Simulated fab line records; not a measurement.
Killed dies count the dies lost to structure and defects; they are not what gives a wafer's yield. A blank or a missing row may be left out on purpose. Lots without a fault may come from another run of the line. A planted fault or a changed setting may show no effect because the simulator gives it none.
Matching of chambers | flow nand_harc | NHARC_A_M1_STRIP_18 on rie_diel-04: 4 sister chambers
The step strips in N2/H2. 7 wafers are shown with their chamber, then 9 later ones without.

## WAFERS WITH THEIR CHAMBER
wafer  | chamber | drypump_motor_current_A (A) | throttle_valve_pct (%)
L089.6 | 1       | 5.9                         | 14.181
L091.3 | 2       | 5.1                         | 14.160
L091.5 | 3       | 5.3                         | 14.188
L091.6 | 0       | 6.3                         | 14.173
L093.2 | 0       | 6.3                         | 14.167
L093.4 | 1       | 5.8                         | 14.161
L093.6 | 3       | 5.3                         | 14.170

## WAFERS MISSING THEIR CHAMBER
wafer  | drypump_motor_current_A (A) | throttle_valve_pct (%)
L088.3 | 6.4                         | 14.170
L088.4 | 5.9                         | 14.183
L088.6 | 5.9                         | 14.166
L092.1 | 6.4                         | 14.177
L092.3 | 5.1                         | 14.173
L092.4 | 5.8                         | 14.151
L095.2 | 5.8                         | 14.174
L095.4 | 5.1                         | 14.171
L095.6 | 5.2                         | 14.173

## THE CHAMBER EACH PASSED THROUGH
wafer  | from the rows above     | in truth
L088.3 | 0                       | 0
L088.4 | 1                       | 1
L088.6 | 1                       | 1
L092.1 | 0                       | 0
L092.3 | 2                       | 2
L092.4 | 1                       | 1
L095.2 | 1                       | 1
L095.4 | 2                       | 2
L095.6 | can't be placed: 3 or 2 | 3
8 of 9 placed correctly. Can't be placed from these rows: 1 (the true chamber is among the candidates in 1). Placed wrongly: 0.
How it was worked out, from the rows above alone: a wafer's distance from a chamber is the root of the sum, over the readings, of the square of ((its reading less the chamber's mean) divided by the reading's scatter). The wafer belongs to the nearest chamber; if the next one is less than 2 further off, it can't be placed. For every chamber, the mean is computed from those of its wafers that are shown. The scatter is the square root of a quotient: the sum, over the shown wafers, of each reading's squared deviation from its chamber's mean, divided by wafers minus chambers.
